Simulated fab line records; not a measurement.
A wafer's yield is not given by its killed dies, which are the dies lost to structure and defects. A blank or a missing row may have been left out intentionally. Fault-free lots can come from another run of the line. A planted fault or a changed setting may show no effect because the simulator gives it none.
Which tool is to blame? / flow nand harc / 12 lots, 36 wafers sampled, at 5 steps of a route of 1159

WHAT EACH GAUGE READ, for each wafer
NHARC_END_SORT_01.
lot=L555; measured=day 21 13:43; on=prober-02; killed at array=674 674 672; killed at other=0 1 0; killed at periphery=3 1 4; killed dies=677 676 676; killed open=2 4 0; killed short=4 3 3
lot=L557; measured=day 21 20:42; on=prober-01; killed at array=28 27 36; killed at other=2 0 0; killed at periphery=3 6 6; killed dies=33 33 42; killed open=3 5 5; killed short=0 3 1
lot=L556; measured=day 22 16:13; on=prober-01; killed at array=668 672 673; killed at other=0 0 0; killed at periphery=7 4 4; killed dies=675 676 677; killed open=8 7 6; killed short=2 2 1
lot=L566; measured=day 24 10:43; on=prober-01; killed at array=34 29 28; killed at other=2 2 2; killed at periphery=3 2 2; killed dies=39 33 32; killed open=2 1 3; killed short=2 8 1
lot=L564; measured=day 24 18:34; on=prober-02; killed at array=57 43 52; killed at other=1 2 2; killed at periphery=2 2 1; killed dies=60 47 55; killed open=3 2 5; killed short=2 0 1
lot=L569; measured=day 25 03:11; on=prober-02; killed at array=32 51 47; killed at other=0 0 0; killed at periphery=5 6 6; killed dies=37 57 53; killed open=0 3 2; killed short=1 5 1
lot=L567; measured=day 24 20:20; on=prober-01; killed at array=18 29 28; killed at other=0 0 0; killed at periphery=1 3 4; killed dies=19 32 32; killed open=3 2 6; killed short=0 2 2

TOOL THAT RAN EACH LOT (tool first, then ch and the chambers of the sampled wafers, then the start)
lot=L546; NHARC_A_STAIRCASE_ETCH_221=rie diel-04 ch 0,1,3, day 11 07:43 or earlier; NHARC_A_STAIRCASE_TRIM_224=rie diel-04 ch 1,3, day 11 07:43 or earlier; NHARC_A_STAIRCASE_ETCH_227=rie diel-04 ch 0,1,3, day 11 07:43 or earlier; NHARC_A_STAIRCASE_ETCH_236=rie diel-04 ch 0,1, day 11 07:43
lot=L548; NHARC_A_STAIRCASE_ETCH_221=rie diel-04 ch 1,2,3, day 11 16:23 or earlier; NHARC_A_STAIRCASE_TRIM_224=rie diel-04 ch 0,2,3, day 11 16:23 or earlier; NHARC_A_STAIRCASE_ETCH_227=rie diel-04 ch 1,2,3, day 11 16:23 or earlier; NHARC_A_STAIRCASE_ETCH_236=rie diel-04 ch 2,3, day 11 16:23
lot=L550; NHARC_A_STAIRCASE_ETCH_221=rie diel-11 ch 0,2,3, day 12 03:49 or earlier; NHARC_A_STAIRCASE_TRIM_224=rie diel-11 ch 0,1,3, day 12 03:49 or earlier; NHARC_A_STAIRCASE_ETCH_227=rie diel-11 ch 0,2,3, day 12 03:49 or earlier; NHARC_A_STAIRCASE_ETCH_236=rie diel-12 ch 1,2, day 12 03:49
lot=L549; NHARC_A_STAIRCASE_ETCH_221=rie diel-04 ch 1,2,3, day 12 05:46 or earlier; NHARC_A_STAIRCASE_TRIM_224=rie diel-04 ch 0,1, day 12 05:46 or earlier; NHARC_A_STAIRCASE_ETCH_227=rie diel-04 ch 1,2, day 12 05:46 or earlier; NHARC_A_STAIRCASE_ETCH_236=rie diel-04 ch 0,2,3, day 12 05:46
lot=L555; NHARC_A_STAIRCASE_ETCH_221=rie diel-04 ch 0,2,3, day 13 17:13 or earlier; NHARC_A_STAIRCASE_TRIM_224=rie diel-04 ch 0,3, day 13 17:13 or earlier; NHARC_A_STAIRCASE_ETCH_227=rie diel-04 ch 0,2, day 13 17:13 or earlier; NHARC_A_STAIRCASE_ETCH_236=rie diel-04 ch 0,2,3, day 13 17:13
lot=L557; NHARC_A_STAIRCASE_ETCH_221=rie diel-04 ch 1,2,3, day 14 04:37 or earlier; NHARC_A_STAIRCASE_TRIM_224=rie diel-04 ch 1,2, day 14 04:37 or earlier; NHARC_A_STAIRCASE_ETCH_227=rie diel-04 ch 0,1,2, day 14 04:37 or earlier; NHARC_A_STAIRCASE_ETCH_236=rie diel-12 ch 0,2,3, day 14 04:37
lot=L556; NHARC_A_STAIRCASE_ETCH_221=rie diel-04 ch 0,2,3, day 14 23:01 or earlier; NHARC_A_STAIRCASE_TRIM_224=rie diel-04 ch 0,2,3, day 14 23:01 or earlier; NHARC_A_STAIRCASE_ETCH_227=rie diel-04 ch 0,1,3, day 14 23:01 or earlier; NHARC_A_STAIRCASE_ETCH_236=rie diel-04 ch 1,2,3, day 14 23:01
lot=L565; NHARC_A_STAIRCASE_ETCH_221=rie diel-11 ch 0,1,3, day 15 20:05 or earlier; NHARC_A_STAIRCASE_TRIM_224=rie diel-11 ch 0,1,3, day 15 20:05 or earlier; NHARC_A_STAIRCASE_ETCH_227=rie diel-11 ch 0,3, day 15 20:05 or earlier; NHARC_A_STAIRCASE_ETCH_236=rie diel-11 ch 0,3, day 15 20:05
lot=L566; NHARC_A_STAIRCASE_ETCH_221=rie diel-12 ch 1,3, day 15 21:47 or earlier; NHARC_A_STAIRCASE_TRIM_224=rie diel-12 ch 1,3, day 15 21:47 or earlier; NHARC_A_STAIRCASE_ETCH_227=rie diel-12 ch 1,2, day 15 21:47 or earlier; NHARC_A_STAIRCASE_ETCH_236=rie diel-12 ch 2,3, day 15 21:47
lot=L564; NHARC_A_STAIRCASE_ETCH_221=rie diel-11 ch 0,1,3, day 16 03:02 or earlier; NHARC_A_STAIRCASE_TRIM_224=rie diel-11 ch 0,1,3, day 16 03:02 or earlier; NHARC_A_STAIRCASE_ETCH_227=rie diel-11 ch 1,3, day 16 03:02 or earlier; NHARC_A_STAIRCASE_ETCH_236=rie diel-11 ch 2,3, day 16 03:02
lot=L569; NHARC_A_STAIRCASE_ETCH_221=rie diel-04 ch 0,1, day 17 01:27 or earlier; NHARC_A_STAIRCASE_TRIM_224=rie diel-04 ch 0,1,2, day 17 01:27 or earlier; NHARC_A_STAIRCASE_ETCH_227=rie diel-04 ch 0,2, day 17 01:27 or earlier; NHARC_A_STAIRCASE_ETCH_236=rie diel-11 ch 1,2, day 17 01:27
lot=L567; NHARC_A_STAIRCASE_ETCH_221=rie diel-11 ch 1,2,3, day 17 05:50 or earlier; NHARC_A_STAIRCASE_TRIM_224=rie diel-11 ch 1,2,3, day 17 05:50 or earlier; NHARC_A_STAIRCASE_ETCH_227=rie diel-11 ch 1,2,3, day 17 05:50 or earlier; NHARC_A_STAIRCASE_ETCH_236=rie diel-12 ch 0,1,2, day 17 05:50
- NHARC_A_STAIRCASE_ETCH_221: etches the open film in C4F8/O2, target depth 100 nm, time 40.5 s.
- NHARC_A_STAIRCASE_TRIM_224: chemistry O2, time 211.2 s.
- NHARC_A_STAIRCASE_ETCH_227: etches the open film in C4F8/O2, target depth 100 nm, time 40.5 s.
- NHARC_A_STAIRCASE_ETCH_236: etches the open film in C4F8/O2, target depth 100 nm, time 40.5 s.

WHAT THE TOOLS THEMSELVES READ (means of the sampled wafers that have a number; where no wafer has one, the mark that the record gives instead)
NHARC_A_STAIRCASE_ETCH_221.
lot=L546; tool=rie diel-04; oes product au (a.u.)=0.945; rf vpp V (V)=893
lot=L548; tool=rie diel-04; oes product au (a.u.)=0.954; rf vpp V (V)=896
lot=L550; tool=rie diel-11; oes product au (a.u.)=0.954; rf vpp V (V)=898
lot=L549; tool=rie diel-04; oes product au (a.u.)=0.956; rf vpp V (V)=895
lot=L555; tool=rie diel-04; oes product au (a.u.)=0.935; rf vpp V (V)=895
lot=L557; tool=rie diel-04; oes product au (a.u.)=0.946; rf vpp V (V)=894
lot=L556; tool=rie diel-04; oes product au (a.u.)=0.928; rf vpp V (V)=894
lot=L565; tool=rie diel-11; oes product au (a.u.)=0.949; rf vpp V (V)=893
lot=L566; tool=rie diel-12; oes product au (a.u.)=0.941; rf vpp V (V)=896
lot=L564; tool=rie diel-11; oes product au (a.u.)=0.934; rf vpp V (V)=893
lot=L569; tool=rie diel-04; oes product au (a.u.)=0.943; rf vpp V (V)=890
lot=L567; tool=rie diel-11; oes product au (a.u.)=0.937; rf vpp V (V)=897

NHARC_A_STAIRCASE_TRIM_224.
lot=L546; tool=rie diel-04; drypump motor current A (A)=5.6; oes product au (a.u.)=0.994; rf vpp V (V)=58.0; showerhead plenum p Torr (Torr)=3.58; throttle valve pct (%)=17.032
lot=L548; tool=rie diel-04; drypump motor current A (A)=5.3; oes product au (a.u.)=1.009; rf vpp V (V)=58.0; showerhead plenum p Torr (Torr)=3.48; throttle valve pct (%)=17.039
lot=L550; tool=rie diel-11; drypump motor current A (A)=5.8; oes product au (a.u.)=1.003; rf vpp V (V)=57.7; showerhead plenum p Torr (Torr)=3.47; throttle valve pct (%)=17.044
lot=L549; tool=rie diel-04; drypump motor current A (A)=5.4; oes product au (a.u.)=1.001; rf vpp V (V)=57.1; showerhead plenum p Torr (Torr)=3.36; throttle valve pct (%)=17.027
lot=L555; tool=rie diel-04; drypump motor current A (A)=5.1; oes product au (a.u.)=1.002; rf vpp V (V)=57.8; showerhead plenum p Torr (Torr)=3.43; throttle valve pct (%)=17.038
lot=L557; tool=rie diel-04; drypump motor current A (A)=5.9; oes product au (a.u.)=0.996; rf vpp V (V)=57.4; showerhead plenum p Torr (Torr)=3.43; throttle valve pct (%)=17.034
lot=L556; tool=rie diel-04; drypump motor current A (A)=5.3; oes product au (a.u.)=1.004; rf vpp V (V)=58.0; showerhead plenum p Torr (Torr)=3.47; throttle valve pct (%)=17.041
lot=L565; tool=rie diel-11; drypump motor current A (A)=5.8; oes product au (a.u.)=1.007; rf vpp V (V)=57.8; showerhead plenum p Torr (Torr)=3.46; throttle valve pct (%)=17.038
lot=L566; tool=rie diel-12; drypump motor current A (A)=5.3; oes product au (a.u.)=0.986; rf vpp V (V)=57.3; showerhead plenum p Torr (Torr)=3.45; throttle valve pct (%)=17.028
lot=L564; tool=rie diel-11; drypump motor current A (A)=5.8; oes product au (a.u.)=1.008; rf vpp V (V)=57.6; showerhead plenum p Torr (Torr)=3.45; throttle valve pct (%)=17.040
lot=L569; tool=rie diel-04; drypump motor current A (A)=5.6; oes product au (a.u.)=1.001; rf vpp V (V)=56.4; showerhead plenum p Torr (Torr)=3.38; throttle valve pct (%)=17.040
lot=L567; tool=rie diel-11; drypump motor current A (A)=5.7; oes product au (a.u.)=1.000; rf vpp V (V)=57.8; showerhead plenum p Torr (Torr)=3.58; throttle valve pct (%)=17.042

NHARC_A_STAIRCASE_ETCH_227.
lot=L546; tool=rie diel-04; oes product au (a.u.)=0.943; rf vpp V (V)=894
lot=L548; tool=rie diel-04; oes product au (a.u.)=0.934; rf vpp V (V)=895
lot=L550; tool=rie diel-11; oes product au (a.u.)=0.937; rf vpp V (V)=897
lot=L549; tool=rie diel-04; oes product au (a.u.)=0.923; rf vpp V (V)=892
lot=L555; tool=rie diel-04; oes product au (a.u.)=0.943; rf vpp V (V)=890
lot=L557; tool=rie diel-04; oes product au (a.u.)=0.934; rf vpp V (V)=891
lot=L556; tool=rie diel-04; oes product au (a.u.)=0.943; rf vpp V (V)=894
lot=L565; tool=rie diel-11; oes product au (a.u.)=0.958; rf vpp V (V)=898
lot=L566; tool=rie diel-12; oes product au (a.u.)=0.940; rf vpp V (V)=892
lot=L564; tool=rie diel-11; oes product au (a.u.)=0.938; rf vpp V (V)=899
lot=L569; tool=rie diel-04; oes product au (a.u.)=0.945; rf vpp V (V)=889
lot=L567; tool=rie diel-11; oes product au (a.u.)=0.942; rf vpp V (V)=897

NHARC_A_STAIRCASE_ETCH_236.
lot=L546; tool=rie diel-04; oes product au (a.u.)=0.948; rf vpp V (V)=889
lot=L548; tool=rie diel-04; oes product au (a.u.)=0.941; rf vpp V (V)=896
lot=L550; tool=rie diel-12; oes product au (a.u.)=0.927; rf vpp V (V)=892
lot=L549; tool=rie diel-04; oes product au (a.u.)=0.939; rf vpp V (V)=894
lot=L555; tool=rie diel-04; oes product au (a.u.)=1.126; rf vpp V (V)=894
lot=L557; tool=rie diel-12; oes product au (a.u.)=0.939; rf vpp V (V)=897
lot=L556; tool=rie diel-04; oes product au (a.u.)=1.122; rf vpp V (V)=894
lot=L565; tool=rie diel-11; oes product au (a.u.)=0.955; rf vpp V (V)=897
lot=L566; tool=rie diel-12; oes product au (a.u.)=0.939; rf vpp V (V)=899
lot=L564; tool=rie diel-11; oes product au (a.u.)=0.941; rf vpp V (V)=902
lot=L569; tool=rie diel-11; oes product au (a.u.)=0.927; rf vpp V (V)=897
lot=L567; tool=rie diel-12; oes product au (a.u.)=0.954; rf vpp V (V)=893

THE ANSWER, worked out from the rows above alone
Rule: usual is defined by the lots themselves. The widest of any qualifying gaps counts: lots, ordered by their means at a reading, are off when they make up no more than a third of the lots, leave a main group of 4 or more, and stand apart from it by 3 or more times the standard deviation of that group's means. If all means in a main group match to the digits the tables above print for the reading, that group is not used. Also off: a lot with no number at a reading for which 4 or more lots have one. Where the step has rows for the other lots, those lots are counted as sound. The gauges are gone through in route order, then the tools' own readings, and for those a lot's mean is taken as printed above. The first step at which some lot is off is used, and at that step the reading that is off furthest; a lot without a number counts as furthest.
Off: L555, L556 (NHARC_END_SORT_01, killed at array). Main group: mean 36, sd 9.5. Neither off nor sound, because the step has no rows for them: L546, L548, L550, L549, L565.
A tool fits if, at a process step before that reading, it ran every lot that is off, and no sound lot after the first of them. Not tried: the gauges at NHARC_END_SORT_01; whatever is off there is also off at NHARC_A_STAIRCASE_ETCH_236, on other tools, and gauge error can't account for it. Because NHARC_A_STAIRCASE_ETCH_221 lacks a start for some lots, the hours and order of its lots are taken from NHARC_A_STAIRCASE_ETCH_236. Because NHARC_A_STAIRCASE_TRIM_224 lacks a start for some lots, the hours and order of its lots are taken from NHARC_A_STAIRCASE_ETCH_236. Because NHARC_A_STAIRCASE_ETCH_227 lacks a start for some lots, the hours and order of its lots are taken from NHARC_A_STAIRCASE_ETCH_236. One fits: NHARC_A_STAIRCASE_ETCH_236 on rie diel-04. It ran no sound lot before its first lot that is off in this sample, so the start can't be narrowed down.
The tool's own readings at NHARC_A_STAIRCASE_ETCH_236 bear it out: on the lots that are off they differ by more than 5 times the standard deviation of the sound lots' means. oes product au reads 1.124 a.u. there against 0.940 a.u. on the sound lots.

WHAT WAS PUT IN BY THE SIMULATOR
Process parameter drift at NHARC_A_STAIRCASE_ETCH_236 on rie diel-04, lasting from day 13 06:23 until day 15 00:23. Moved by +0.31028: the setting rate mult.
Shown lots that were struck: L555, L556. The rule above reached the same finding.
